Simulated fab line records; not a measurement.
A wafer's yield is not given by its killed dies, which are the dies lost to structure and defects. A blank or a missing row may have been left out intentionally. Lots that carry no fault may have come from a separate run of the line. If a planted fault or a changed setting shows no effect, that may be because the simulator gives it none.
A lot that was struck, set against a sound lot    flow nand_harc    14 steps out of a route of 1302
Sound: the wafers L707.1, L707.4, L707.5. The struck wafers were L727.3, L727.4, L727.6. The cause is named last.
At each step with rows: each side's tool, then ch and its chambers, then its first start. Under that, the readings that differ: sound wafers    struck wafers    difference of the means    sigmas: that difference in standard deviations of wafers without a fault.
alike: words and numbers the same on both sides, and readings whose means are apart by under 2 such deviations; not compared: readings that were withheld, readings missing a value for some wafer, numbers with overlapping values and no deviation given by the record, and bounds like >300 which may hide the same value.
The two part at a step that has a row with sigmas, a row that says differs or no value, or rows on one side only. When numbers do not overlap yet have no deviation, they are printed without sigmas and do not part them. A reading that every wafer of one side lacks parts them only if that side has two wafers or more.

first, 1 step without rows for these wafers: NHARC_P_M1_PRE_CLEAN_30 (time 30 s).
NHARC_P_M1_PVD_20: deposits TaN, target thk 5 nm, time 8.06 s.
  sound on pvd_sputter-02; struck on pvd_sputter-03
  alike: chamber_pressure_pa, throttle_valve_pct
NHARC_P_M1_PVD_21: deposits Cu, target thk 30 nm, time 20.49 s.
  sound on pvd_sputter-02; struck on pvd_sputter-03
  alike: chamber_pressure_pa, throttle_valve_pct
then, 2 steps without rows for these wafers: NHARC_P_M1_ECD_22 (material Cu, target thk 400 nm); NHARC_P_M1_ANNEAL_31 (time 90 s).
NHARC_P_M1_CMP_23: polishes, t overpolish 20 s, target thk 157.82 nm.
  sound on cmp-04 ch 0,1, day 7 14:45; struck on cmp-01 ch 0,2,3, day 16 04:59
  alike: motor_current_A, time_to_endpoint_s
NHARC_P_M1_THK_MEAS_24: measures by xrf.
  sound on film_metro-02, day 7 15:02; struck on film_metro-02, day 16 05:16
  alike: thk_nm
next, for these wafers, 1 step has no rows: NHARC_P_M1_SRD_25.
NHARC_P_M1_INSPECT_27:
  sound on defect_inspect-02, day 7 15:13; struck on defect_inspect-01, day 16 05:25
  alike: raw_defect_count
NHARC_P_M1_PRE_CLEAN_32: time 12 s.
  sound on pecvd-04 ch 1, day 7 15:18; struck on pecvd-01 ch 0,2, day 16 05:30
  alike: heater_power_w, rf_fwd_power_W
  not compared: since_wet_clean_h
NHARC_P_M1_DEP_33: deposits SiCN, target thk 30 nm.
  sound on pecvd-04 ch 1, day 7 15:28; struck on pecvd-01 ch 0,2, day 16 05:37
  alike: chamber_pressure_Torr, heater_power_w, rf_fwd_power_W
  not compared: since_wet_clean_h
NHARC_P_M2_DEP_00: deposits SiOC, target thk 182.5 nm.
  sound on pecvd-02 ch 0,2, day 7 15:58; struck on pecvd-04 ch 0,2, day 16 06:40
  alike: chamber_pressure_Torr, rf_fwd_power_W
  not compared: since_wet_clean_h
then, 1 step without rows for these wafers: NHARC_P_M2_DEHYDRATE_01 (time 120 s).
-- the record jumps here: 18 days lie between the struck wafers' starts before and after (it left off in module P_M2 and takes up again in module END, whose first step shown is number 1302 of the route) --
NHARC_END_SORT_01:
  only the struck wafers appear in the record here, on prober-02 ch 0 at day 34 10:04; the sound ones have no rows

## WHERE THEY PART
Only at NHARC_END_SORT_01, as far as this record shows.

WHY: whatever the simulator had introduced
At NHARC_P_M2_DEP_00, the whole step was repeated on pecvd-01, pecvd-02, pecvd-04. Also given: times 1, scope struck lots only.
